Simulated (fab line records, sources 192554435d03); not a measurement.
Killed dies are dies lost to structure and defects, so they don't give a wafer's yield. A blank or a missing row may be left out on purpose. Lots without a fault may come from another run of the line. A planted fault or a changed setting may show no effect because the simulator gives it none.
Chamber matching | flow n5_finfet | N5_STI_FIN_REVEAL_ALD_00 on ald_sin-01: 4 sister chambers
The step deposits SiO2, target thk 1 nm, pulse time 1 s. 8 wafers are shown with their chamber, then 9 later ones without.

WAFERS WITH THEIR CHAMBER
wafer  | chamber | heater_power_w (W) | precursor_pulse_height_rel
L074.2 | 1       | 494                | 1.006
L082.1 | 1       | 496                | 0.982
L088.2 | 0       | 531                | 1.016
L091.3 | 2       | 474                | 1.006
L091.5 | 3       | 448                | 1.019
L092.2 | 0       | 536                | 1.023
L092.4 | 3       | 451                | 1.031
L092.6 | 2       | 470                | 0.968

WAFERS WITHOUT THEIR CHAMBER
wafer  | heater_power_w (W) | precursor_pulse_height_rel
L094.2 | 552                | 0.999
L094.4 | 514                | 0.989
L094.5 | 507                | 0.982
L096.2 | 450                | 0.980
L096.3 | 473                | 0.970
L096.6 | 503                | 0.984
L097.2 | 445                | 0.996
L097.4 | 464                | 0.967
L097.6 | 442                | 0.991

WHICH CHAMBER EACH WENT THROUGH
wafer  | from the rows above     | in truth
L094.2 | 0                       | 0
L094.4 | can't be placed: 1 or 0 | 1
L094.5 | 1                       | 1
L096.2 | 3                       | 3
L096.3 | 2                       | 2
L096.6 | 1                       | 1
L097.2 | 3                       | 3
L097.4 | 2                       | 2
L097.6 | 3                       | 3
Placed correctly: 8 of 9. Can't be placed from these rows: 1 (the true chamber is among the candidates in 1). Placed wrongly: 0.
How it was worked out, from the rows above alone: a wafer's distance from a chamber is the root of the sum, over the readings, of the square of ((its reading less the chamber's mean) divided by the reading's scatter). The wafer belongs to the nearest chamber; if the next one is less than 2 further off, it can't be placed. A chamber's mean is the mean of its shown wafers. The scatter: the root of (the sum of the squares of (reading less its chamber's mean) over the shown wafers, divided by (wafers less chambers)).
